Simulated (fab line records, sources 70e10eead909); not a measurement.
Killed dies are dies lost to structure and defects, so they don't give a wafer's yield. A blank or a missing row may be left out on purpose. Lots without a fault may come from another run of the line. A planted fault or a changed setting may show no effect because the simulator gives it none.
fab line records | flow nand_harc | part 1 of 2: steps 1 to 22 of 28
record lots=5 wafers=15 last_day=33
route steps=1302 shown A_STAIRCASE@719
lots that met no fault: from a run of the same line without faults
start_h: hours from the record's first day to the start of the lot's first wafer shown | wait_h: hours since the lot's step before | " the same as in the row above | L1.1+2: a row that stands for several wafers | - no value, or no start given | * or withheld: withheld | < > ~ a bound
route shown NAME@n: a module of which the file shows steps, and the number in the route of the first | usual: mean/standard deviation of fault-free wafers | same: alike in all rows | chamber/n: place in a boat | sites: the reading at each site | _std_site: their standard deviation | _edge_site: outer sites' mean less inner sites' | radius_mm: how far each site lies from the wafer's centre | mask NAME#n: copy n | behind: the tool/chamber that last shaped the wafer | hold: why the lot was held/for how many hours/how that ended | device: the transistor (n, p or np) that didn't switch | end of line: the same wafers' tests at the end of the route | a step without rows: its recipe alone | killed: dies lost to structure and defects at the first sort, not the wafer's yield | map: a wafer's dies, x killed, . not, _ none there
set.NAME: the setting as run; set.NAME@STEP: as run at that earlier step | model.NAME: the simulator's own value behind a step, which no gauge read
lots at some steps of the route; a table a step, a row a wafer
services: from which hour (start_h, from the record's first day; less than 0 if before it) a tool's chamber was out of use, for how many hours, and why
## steps
# step NHARC_A_STAIRCASE_STRIP_205
# recipe power_w=1500 temp_c=250 chemistry=O2
# usual drypump_motor_current_A=5.5/0.66 heater_power_w=339/38
# columns lot.wafer tool chamber start_h wait_h drypump_motor_current_A heater_power_w rf_hours_counter_h
L074.2 plasma_asher-02 1 359.78 0.1 5.0 384 21
L074.3 " 0 " " 5.0 307 -
L074.5 " 0 " " 4.9 303 -
L083.2 plasma_asher-02 1 439.10 0.1 5.0 426 1
L083.3 " 0 " " 5.0 314 -
L083.6 " 0 " " 4.9 319 -
L087.3 plasma_asher-01 0 500.18 0.2 5.4 303 -
L087.5 " 1 " " 6.6 333 -
L087.6 " 0 " " 5.4 312 -
L096.1 plasma_asher-01 0 574.22 0.1 5.4 309 10
L096.2 " 1 " " 6.6 342 10
L096.6 " 1 " " 6.6 331 -
L095.2 plasma_asher-02 1 580.17 0.1 5.0 416 30
L095.4 " 0 " " 4.9 323 -
L095.6 " 0 " " 4.9 319 -
# step NHARC_A_STAIRCASE_STRIP_206
# recipe time_s=900 temp_c=130 chemistry=SPM
# columns lot.wafer tool chamber start_h wait_h
L074.2+3+5 wet_bench-03 2,5,6 360.09 0.3
L083.2+3+6 wet_bench-03 6,0,2 439.45 0.3
L087.3+6+5 wet_bench-01 7,1,2 500.40 0.2
L096.6+2+1 wet_bench-09 4,5,7 574.58 0.1
L095.2+4+6 wet_bench-09 6,0,1 580.49 0.3
# step NHARC_A_STAIRCASE_PRECLEAN_207
# recipe time_s=* temp_c=50 bath_age_min=0 chemistry=SC1
# columns lot.wafer tool chamber start_h wait_h
L074.2+3+5 wet_bench-03 2,5,6 - -
L083.2+3+6 wet_bench-03 6,0,2 - -
L087.3+6+5 wet_bench-01 7,1,2 - -
L096.6+2+1 wet_bench-09 4,5,7 - -
L095.2+4+6 wet_bench-09 6,0,1 - -
# step NHARC_A_STAIRCASE_SRD_208
# columns lot.wafer tool chamber start_h wait_h
L074.2+3+5 wet_bench-03 2,5,6 - -
L083.2+3+6 wet_bench-03 6,0,2 - -
L087.3+6+5 wet_bench-01 7,1,2 - -
L096.6+2+1 wet_bench-09 4,5,7 - -
L095.2+4+6 wet_bench-09 6,0,1 - -
# step NHARC_A_STAIRCASE_DEHYDRATE_209
# recipe temp_c=150 time_s=120
# usual heater_power_total_W=182.5/1.1
# columns lot.wafer tool chamber start_h wait_h heater_power_total_W
L074.2 litho_track-07 0 360.55 - 181.3
L074.3 " 0 " " 181.8
L074.5 " 0 " " 184.0
L083.2 litho_track-03 0 439.90 - 181.4
L083.3 " 0 " " 184.1
L083.6 " 0 " " 183.3
L087.3 litho_track-07 0 500.85 - 181.0
L087.5 " 0 " " 184.7
L087.6 " 0 " " 182.5
L096.1 litho_track-03 0 575.02 - 181.7
L096.2 " 0 " " 184.3
L096.6 " 0 " " 181.7
L095.2 litho_track-03 0 580.93 - 182.4
L095.4 " 0 " " 182.8
L095.6 " 0 " " 184.2
# step NHARC_A_STAIRCASE_HMDS_210
# recipe time_s=30
# columns lot.wafer tool chamber start_h wait_h
L074.2+3+5 litho_track-07 0 - -
L083.2+3+6 litho_track-03 0 - -
L087.3+5+6 litho_track-07 0 - -
L096.1+2+6 litho_track-03 0 - -
L095.2+4+6 litho_track-03 0 - -
# step NHARC_A_STAIRCASE_COAT_211
# recipe spin_rpm=1200
# columns lot.wafer tool chamber start_h wait_h
L074.2+3+5 litho_track-07 0 - -
L083.2+3+6 litho_track-03 0 - -
L087.3+5+6 litho_track-07 0 - -
L096.1+2+6 litho_track-03 0 - -
L095.2+4+6 litho_track-03 0 - -
# step NHARC_A_STAIRCASE_SOFTBAKE_212
# recipe temp_c=135 time_s=170
# usual heater_power_total_W=134.5/0.92
# columns lot.wafer tool chamber start_h wait_h heater_power_total_W
L074.2 litho_track-07 0 - - 133.2
L074.3 " 0 " " 135.4
L074.5 " 0 " " 133.4
L083.2 litho_track-03 0 - - 135.7
L083.3 " 0 " " 133.3
L083.6 " 0 " " 135.3
L087.3 litho_track-07 0 - - 135.1
L087.5 " 0 " " 134.9
L087.6 " 0 " " 134.2
L096.1 litho_track-03 0 - - 133.3
L096.2 " 0 " " 134.3
L096.6 " 0 " " 135.5
L095.2 litho_track-03 0 - - 134.3
L095.4 " 0 " " 136.4
L095.6 " 0 " " 133.3
# step NHARC_A_STAIRCASE_EBR_213
# columns lot.wafer tool chamber start_h wait_h
L074.2+3+5 litho_track-07 0 - -
L083.2+3+6 litho_track-03 0 - -
L087.3+5+6 litho_track-07 0 - -
L096.1+2+6 litho_track-03 0 - -
L095.2+4+6 litho_track-03 0 - -
# step NHARC_A_STAIRCASE_EXPOSE_214
# recipe na=0.5 dose_mj=31.26 mask_id=STAIR_3
# columns lot.wafer tool chamber start_h wait_h mask
L074.2+3+5 krf_scanner-03 0 360.89 - STAIR_3#0
L083.2+3+6 krf_scanner-04 0 440.25 - STAIR_3#0
L087.3+5+6 krf_scanner-04 0 501.20 - STAIR_3#0
L096.1+2+6 krf_scanner-01 0 575.35 - STAIR_3#0
L095.2+4+6 krf_scanner-03 0 581.26 - STAIR_3#0
# step NHARC_A_STAIRCASE_PEB_215
# recipe peb_temp_c=115 peb_time_s=130
# usual heater_power_total_W=123.82/0.21
# columns lot.wafer tool chamber start_h wait_h heater_power_total_W
L074.2 litho_track-02 0 360.95 0.1 123.46
L074.3 " 0 " " 123.47
L074.5 " 0 " " 123.64
L083.2 litho_track-02 0 440.31 0.1 124.03
L083.3 " 0 " " 123.56
L083.6 " 0 " " 123.75
L087.3 litho_track-03 0 501.25 0.1 123.64
L087.5 " 0 " " 123.36
L087.6 " 0 " " 124.05
L096.1 litho_track-02 0 575.42 0.1 123.71
L096.2 " 0 " " 123.32
L096.6 " 0 " " 123.93
L095.2 litho_track-03 0 581.32 0.1 123.72
L095.4 " 0 " " 124.04
L095.6 " 0 " " 124.06
# step NHARC_A_STAIRCASE_DEVELOP_216
# recipe time_s=140
# columns lot.wafer tool chamber start_h wait_h
L074.2+3+5 litho_track-02 0 - -
L083.2+3+6 litho_track-02 0 - -
L087.3+5+6 litho_track-03 0 - -
L096.1+2+6 litho_track-02 0 - -
L095.2+4+6 litho_track-03 0 - -
# step NHARC_A_STAIRCASE_HARDBAKE_218
# recipe temp_c=120 time_s=140
# usual heater_power_total_W=127.31/0.2
# columns lot.wafer tool chamber start_h wait_h heater_power_total_W
L074.2 litho_track-03 0 361.17 - 127.28
L074.3 " 0 " " 127.23
L074.5 " 0 " " 127.23
L083.2 litho_track-07 0 440.53 - 127.29
L083.3 " 0 " " 127.24
L083.6 " 0 " " 127.55
L087.3 litho_track-02 0 501.48 - 127.55
L087.5 " 0 " " 127.27
L087.6 " 0 " " 127.36
L096.1 litho_track-07 0 575.64 - 126.87
L096.2 " 0 " " 127.55
L096.6 " 0 " " 127.24
L095.2 litho_track-07 0 581.55 - 127.22
L095.4 " 0 " " 127.59
L095.6 " 0 " " 127.18
# step NHARC_A_STAIRCASE_DESCUM_219
# recipe time_s=3 o2_flow_sccm=200 ar_flow_sccm=0 bias_power_w=0 chemistry=O2
# usual drypump_motor_current_A=5.7/0.53 oes_product_au=1.000/0.0068 rf_vpp_V=57.8/0.92 showerhead_plenum_p_Torr=1.92/0.1 throttle_valve_pct=11.312/0.009
# same bias_power_w=0
# columns lot.wafer tool chamber start_h wait_h drypump_motor_current_A oes_product_au rf_hours_counter_h rf_vpp_V showerhead_plenum_p_Torr throttle_valve_pct
L074.3 rie_diel-05 2 361.26 - 4.7 1.000 40 57.7 1.91 11.312
L074.2 " 3 " " 6.3 0.998 35 58.4 2.02 11.310
L074.5 " 3 " " 6.3 0.987 - 57.4 2.02 11.298
L083.3 rie_diel-01 3 440.63 - 6.0 0.993 22 57.1 1.78 11.328
L083.2 " 0 " " 4.8 1.006 13 58.6 2.07 11.311
L083.6 " 2 " " 6.4 1.001 - 58.9 2.07 11.308
L087.3 rie_diel-05 3 501.56 - 6.4 0.989 23 57.9 2.01 11.313
L087.6 " 3 " " 6.3 0.993 - 58.7 2.01 11.304
L087.5 " 0 " " 5.9 0.989 - 56.7 1.79 11.320
L096.2 rie_diel-01 2 575.73 - 6.4 1.007 7 58.8 2.05 11.322
L096.1 " 1 " " 6.3 1.006 7 57.6 1.98 11.304
L096.6 " 2 " " 6.3 1.012 - 56.4 2.05 11.305
L095.4 rie_diel-09 3 581.64 - 5.6 1.006 21 58.8 1.89 11.318
L095.2 " 0 " " 6.1 0.990 29 57.1 1.92 11.322
L095.6 " 3 " " 5.6 1.007 - 57.7 1.89 11.301
# step NHARC_A_STAIRCASE_TRIM_220
# recipe time_s=211.2 o2_flow_sccm=500 ar_flow_sccm=0 bias_w=0 chemistry=O2
# usual drypump_motor_current_A=5.8/0.52 oes_product_au=0.998/0.0074 rf_vpp_V=57.9/0.91 showerhead_plenum_p_Torr=3.54/0.17 throttle_valve_pct=17.037/0.0082
# same bias_w=0
# columns lot.wafer tool chamber start_h wait_h drypump_motor_current_A oes_product_au rf_hours_counter_h rf_vpp_V showerhead_plenum_p_Torr throttle_valve_pct
L074.2 rie_diel-05 2 361.36 0.1 4.7 1.004 40 58.9 3.52 17.048
L074.3 " 0 " " 5.8 1.003 42 56.4 3.33 17.049
L074.5 " 2 " " 4.7 0.991 - 59.0 3.52 17.032
L083.3 rie_diel-01 2 440.71 0.1 6.4 1.004 26 57.9 3.79 17.033
L083.2 " 0 " " 4.9 1.009 13 59.0 3.80 17.033
L083.6 " 3 " " 6.1 0.998 - 57.1 3.30 17.028
L087.3 rie_diel-05 3 501.69 0.1 6.4 0.994 23 58.6 3.69 17.044
L087.5 " 0 " " 5.9 0.989 - 57.1 3.31 17.034
L087.6 " 1 " " 5.3 0.987 - 57.5 3.63 17.026
L096.2 rie_diel-01 2 575.85 0.1 6.4 0.998 7 57.9 3.76 17.031
L096.1 " 3 " " 6.1 0.992 1 58.7 3.81 17.041
L096.6 " 3 " " 6.1 0.987 - 58.9 3.81 17.024
L095.4 rie_diel-09 3 581.72 0.1 5.5 1.009 21 57.0 3.50 17.035
L095.2 " 2 " " 5.8 1.007 30 59.6 3.32 17.037
L095.6 " 3 " " 5.6 1.006 - 56.5 3.50 17.050
# step NHARC_A_STAIRCASE_ETCH_221
# recipe target_depth_a=1000 time_s=40.5 ion_energy_ev=400 c4f8_flow_sccm=20 o2_flow_sccm=10 ar_flow_sccm=withheld rf_w=600 bias_w=1000 chemistry=C4F8/O2
# usual bias_w=999.6/2.9 oes_product_au=0.942/0.012 rf_vpp_V=896/6.2
# columns lot.wafer tool chamber start_h wait_h bias_w oes_product_au rf_hours_counter_h rf_vpp_V
L074.2 rie_diel-05 2 - - 999.2 0.936 40 895
L074.3 " 3 " " 995.4 0.941 35 902
L074.5 " 0 " " 1000.2 0.959 - 887
L083.3 rie_diel-01 3 - - 1000.8 0.937 22 888
L083.2 " 1 " " 996.9 0.946 12 901
L083.6 " 2 " " 997.4 0.936 - 905
L087.3 rie_diel-05 1 - - 998.6 0.935 26 898
L087.6 " 1 " " 1000.7 0.940 - 899
L087.5 " 2 " " 1003.4 0.928 - 894
L096.2 rie_diel-01 3 - - 1003.1 0.940 1 907
L096.1 " 2 " " 995.4 0.951 7 904
L096.6 " 1 " " 997.3 0.950 - 900
L095.4 rie_diel-09 3 - - 1004.7 0.918 22 894
L095.2 " 0 " " 994.0 0.918 29 896
L095.6 " 2 " " 1002.6 0.929 - 889
# step NHARC_A_STAIRCASE_TRIM_222
# recipe time_s=211.2 o2_flow_sccm=500 ar_flow_sccm=0 bias_w=0 chemistry=O2
# usual drypump_motor_current_A=5.8/0.54 oes_product_au=0.999/0.0079 rf_vpp_V=57.6/0.89 showerhead_plenum_p_Torr=3.54/0.17 throttle_valve_pct=17.037/0.0096
# same bias_w=0
# columns lot.wafer tool chamber start_h wait_h drypump_motor_current_A oes_product_au rf_hours_counter_h rf_vpp_V showerhead_plenum_p_Torr throttle_valve_pct
L074.3 rie_diel-05 3 - - 6.3 0.995 35 57.8 3.72 17.025
L074.2 " 0 " " 5.9 0.996 42 57.5 3.33 17.031
L074.5 " 3 " " 6.3 0.992 - 57.4 3.72 17.045
L083.3 rie_diel-01 1 - - 6.2 0.994 12 57.6 3.67 17.045
L083.2 " 3 " " 6.0 0.982 22 57.8 3.30 17.035
L083.6 " 2 " " 6.4 0.998 - 59.1 3.79 17.044
L087.3 rie_diel-05 1 - - 5.3 1.003 26 57.2 3.63 17.038
L087.6 " 0 " " 5.8 0.996 - 55.7 3.31 17.032
L087.5 " 1 " " 5.4 0.995 - 58.2 3.63 17.028
L096.1 rie_diel-01 1 - - 6.3 0.993 7 58.0 3.64 17.031
L096.2 " 3 " " 6.0 0.995 1 56.8 3.81 17.041
L096.6 " 1 " " 6.2 0.999 - 58.3 3.64 17.036
L095.2 rie_diel-09 0 - - 6.1 0.994 29 57.8 3.54 17.029
L095.4 " 1 " " 5.5 0.998 19 57.4 3.52 17.036
L095.6 " 0 " " 6.1 0.998 - 57.8 3.54 17.043
# step NHARC_A_STAIRCASE_ETCH_223
# recipe target_depth_a=1000 time_s=40.5 ion_energy_ev=400 c4f8_flow_sccm=20 o2_flow_sccm=10 ar_flow_sccm=withheld rf_w=600 bias_w=1000 chemistry=C4F8/O2
# usual bias_w=1000/3 oes_product_au=0.945/0.0089 rf_vpp_V=896/6.3
# columns lot.wafer tool chamber start_h wait_h bias_w oes_product_au rf_hours_counter_h rf_vpp_V
L074.2 rie_diel-05 0 - - 999 0.955 42 889
L074.3 " 1 " " 998 0.952 39 901
L074.5 " 0 " " 1000 0.962 - 889
L083.2 rie_diel-01 3 - - 1000 0.942 22 887
L083.3 " 0 " " 1004 0.958 13 905
L083.6 " 2 " " 1002 0.946 - 905
L087.3 rie_diel-05 2 - - 999 0.944 24 896
L087.5 " 2 " " 1000 0.942 - 894
L087.6 " 3 " " 998 0.945 - 902
L096.1 rie_diel-01 2 - - 1000 0.946 7 905
L096.2 " 3 " " 1001 0.946 1 905
L096.6 " 1 " " 1000 0.941 - 900
L095.4 rie_diel-09 0 - - 998 0.923 29 897
L095.2 " 3 " " 999 0.932 22 896
L095.6 " 1 " " 1005 0.944 - 897
# step NHARC_A_STAIRCASE_TRIM_224
# recipe time_s=211.2 o2_flow_sccm=500 ar_flow_sccm=0 bias_w=0 chemistry=O2
# usual drypump_motor_current_A=5.7/0.54 oes_product_au=0.997/0.0074 rf_vpp_V=58.0/0.87 showerhead_plenum_p_Torr=3.55/0.17 throttle_valve_pct=17.037/0.009
# same bias_w=0
# columns lot.wafer tool chamber start_h wait_h drypump_motor_current_A oes_product_au rf_hours_counter_h rf_vpp_V showerhead_plenum_p_Torr throttle_valve_pct
L074.2 rie_diel-05 0 - - 5.9 0.999 42 57.2 3.33 17.041
L074.3 " 1 " " 5.4 1.004 40 57.8 3.65 17.031
L074.5 " 0 " " 5.8 0.992 - 58.4 3.33 17.037
L083.2 rie_diel-01 0 - - 4.8 1.016 13 58.5 3.80 17.043
L083.3 " 1 " " 6.3 0.998 12 58.5 3.67 17.034
L083.6 " 0 " " 4.9 1.008 - 59.6 3.80 17.045
L087.3 rie_diel-05 2 - - 4.7 1.001 24 58.7 3.50 17.036
L087.5 " 1 " " 5.3 0.992 - 57.4 3.63 17.033
L087.6 " 2 " " 4.7 0.985 - 57.8 3.50 17.024
L096.2 rie_diel-01 1 - - 6.3 0.993 7 59.0 3.64 17.030
L096.1 " 2 " " 6.4 0.992 7 58.1 3.76 17.041
L096.6 " 1 " " 6.3 0.992 - 56.7 3.64 17.039
L095.2 rie_diel-09 3 - - 5.6 1.000 22 58.1 3.50 17.057
L095.4 " 0 " " 6.1 0.982 29 58.0 3.54 17.038
L095.6 " 0 " " 6.1 0.990 - 57.8 3.54 17.025
# step NHARC_A_STAIRCASE_ETCH_225
# recipe target_depth_a=1000 time_s=40.5 ion_energy_ev=400 c4f8_flow_sccm=20 o2_flow_sccm=10 ar_flow_sccm=withheld rf_w=600 bias_w=1000 chemistry=C4F8/O2
# usual bias_w=999.6/3 oes_product_au=0.943/0.0093 rf_vpp_V=896/6.1
# columns lot.wafer tool chamber start_h wait_h bias_w oes_product_au rf_hours_counter_h rf_vpp_V
L074.3 rie_diel-05 0 - - 1004.5 0.949 42 889
L074.2 " 1 " " 1000.0 0.938 40 899
L074.5 " 0 " " 1002.8 0.940 - 887
L083.2 rie_diel-01 0 - - 1001.4 0.948 13 906
L083.3 " 2 " " 996.6 0.959 26 905
L083.6 " 1 " " 998.5 0.937 - 901
L087.3 rie_diel-05 2 - - 1000.8 0.922 24 895
L087.6 " 1 " " 1001.0 0.937 - 901
L087.5 " 2 " " 998.9 0.923 - 895
L096.1 rie_diel-01 2 - - 996.7 0.943 7 904
L096.2 " 3 " " 1001.1 0.932 1 906
L096.6 " 1 " " 996.9 0.953 - 900
L095.2 rie_diel-09 2 - - 1002.2 0.959 30 889
L095.4 " 3 " " 1000.5 0.940 22 896
L095.6 " 1 " " 1002.6 0.943 - 896
# step NHARC_A_STAIRCASE_TRIM_226
# recipe time_s=211.2 o2_flow_sccm=500 ar_flow_sccm=0 bias_w=0 chemistry=O2
# usual drypump_motor_current_A=5.7/0.55 oes_product_au=0.998/0.0081 rf_vpp_V=57.8/0.89 showerhead_plenum_p_Torr=3.55/0.17 throttle_valve_pct=17.035/0.0094
# same bias_w=0
# columns lot.wafer tool chamber start_h wait_h drypump_motor_current_A oes_product_au rf_hours_counter_h rf_vpp_V showerhead_plenum_p_Torr throttle_valve_pct
L074.2 rie_diel-05 2 - - 4.7 1.003 40 57.3 3.52 17.042
L074.3 " 0 " " 5.9 1.005 42 57.4 3.33 17.049
L074.5 " 2 " " 4.7 0.998 - 58.0 3.52 17.045
L083.3 rie_diel-01 1 - - 6.3 1.004 13 57.2 3.67 17.034
L083.2 " 3 " " 6.1 0.988 23 56.3 3.30 17.023
L083.6 " 2 " " 6.4 0.997 - 58.7 3.79 17.024
L087.3 rie_diel-05 3 - - 6.3 0.992 23 57.1 3.69 17.021
L087.5 " 2 " " 4.7 0.995 - 57.5 3.50 17.032
L087.6 " 3 " " 6.3 0.998 - 58.5 3.69 17.036
L096.2 rie_diel-01 3 - - 6.1 1.005 1 59.0 3.81 17.029
L096.1 " 2 " " 6.4 1.006 7 58.1 3.76 17.019
L096.6 " 1 " " 6.3 1.001 - 57.6 3.64 17.038
L095.4 rie_diel-09 0 - - 6.1 0.986 29 56.4 3.54 17.037
L095.2 " 3 " " 5.5 0.997 22 58.0 3.50 17.031
L095.6 " 1 " " 5.5 0.997 - 57.2 3.52 17.041
# step NHARC_A_STAIRCASE_ETCH_227
# recipe target_depth_a=1000 time_s=40.5 ion_energy_ev=400 c4f8_flow_sccm=20 o2_flow_sccm=10 ar_flow_sccm=withheld rf_w=600 bias_w=1000 chemistry=C4F8/O2
# usual bias_w=1000.6/3 oes_product_au=0.941/0.0088 rf_vpp_V=896/6.1
# columns lot.wafer tool chamber start_h wait_h bias_w oes_product_au rf_hours_counter_h rf_vpp_V
L074.3 rie_diel-05 1 - - 999.4 0.948 40 901
L074.2 " 3 " " 996.8 0.942 35 903
L074.5 " 1 " " 1003.7 0.944 - 900
L083.2 rie_diel-01 1 - - 998.8 0.933 13 901
L083.3 " 0 " " 997.9 0.942 13 904
L083.6 " 1 " " 1000.7 0.928 - 900
L087.3 rie_diel-05 2 - - 996.9 0.923 24 895
L087.6 " 0 " " 997.8 0.927 - 887
L087.5 " 1 " " 1006.8 0.935 - 899
L096.1 rie_diel-01 2 - - 1003.8 0.944 7 904
L096.2 " 1 " " 1001.5 0.949 7 900
L096.6 " 2 " " 1001.3 0.945 - 904
L095.2 rie_diel-09 2 - - 1002.7 0.951 30 889
L095.4 " 3 " " 1000.3 0.939 22 895
L095.6 " 3 " " 1002.3 0.942 - 895
